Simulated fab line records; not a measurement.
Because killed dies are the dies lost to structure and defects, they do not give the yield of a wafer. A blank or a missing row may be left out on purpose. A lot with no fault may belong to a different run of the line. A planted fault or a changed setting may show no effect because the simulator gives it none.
Which tool was responsible? || flow n5 finfet || 12 lots, 36 wafers sampled, at 1 step of a route of 1938

WHAT EACH GAUGE READ, for each wafer
N5_HKMG_FIN_INSPECT_61: inspects for defects (macro).
{"lot": "L075", "measured": "day 4 07:56", "on": "defect inspect-01", "raw defect count": "0 4 1"}
{"lot": "L077", "measured": "day 4 17:11", "on": "defect inspect-01", "raw defect count": "0 1 4"}
{"lot": "L079", "measured": "day 5 06:16", "on": "defect inspect-01", "raw defect count": "2 2 2"}
{"lot": "L081", "measured": "day 5 23:25", "on": "defect inspect-01", "raw defect count": "3 2 0"}
{"lot": "L083", "measured": "day 6 10:23", "on": "defect inspect-02", "raw defect count": "1 1 3"}
{"lot": "L085", "measured": "day 6 21:05", "on": "defect inspect-02", "raw defect count": "2 2 4"}
{"lot": "L087", "measured": "day 7 08:12", "on": "defect inspect-01", "raw defect count": "5 2 4"}
{"lot": "L089", "measured": "day 7 20:53", "on": "defect inspect-02", "raw defect count": "3 2 3"}
{"lot": "L091", "measured": "day 8 05:59", "on": "defect inspect-01", "raw defect count": "2 1 4"}
{"lot": "L093", "measured": "day 8 19:28", "on": "defect inspect-02", "raw defect count": "2 0 3"}
{"lot": "L095", "measured": "day 9 08:20", "on": "defect inspect-02", "raw defect count": "2 2 3"}
{"lot": "L097", "measured": "day 9 22:40", "on": "defect inspect-02", "raw defect count": "1 2 4"}

WHAT TOOL EACH LOT RAN ON (gives the tool, then ch and the chambers of the sampled wafers, and finally the start)
Record: no process step prior to these readings.

THE ANSWER, worked out from the rows above alone
Rule: what is usual is taken from the lots themselves. Put in order of their means at a reading, lots are off if they are a third of the lots or fewer, leave a main group of 4 or more, and stand apart from it by a gap of 3 or more times the standard deviation of the main group's means; of several such gaps the widest counts. A main group is skipped when, at the precision printed for the reading in the tables above, its means are all equal. A lot without any number at a reading at which 4 lots or more have one is off too. Any other lot the step has rows for is counted as sound.
Across all readings shown, no lot is off: no conclusion can be drawn from this.

WHAT WAS PUT IN BY THE SIMULATOR
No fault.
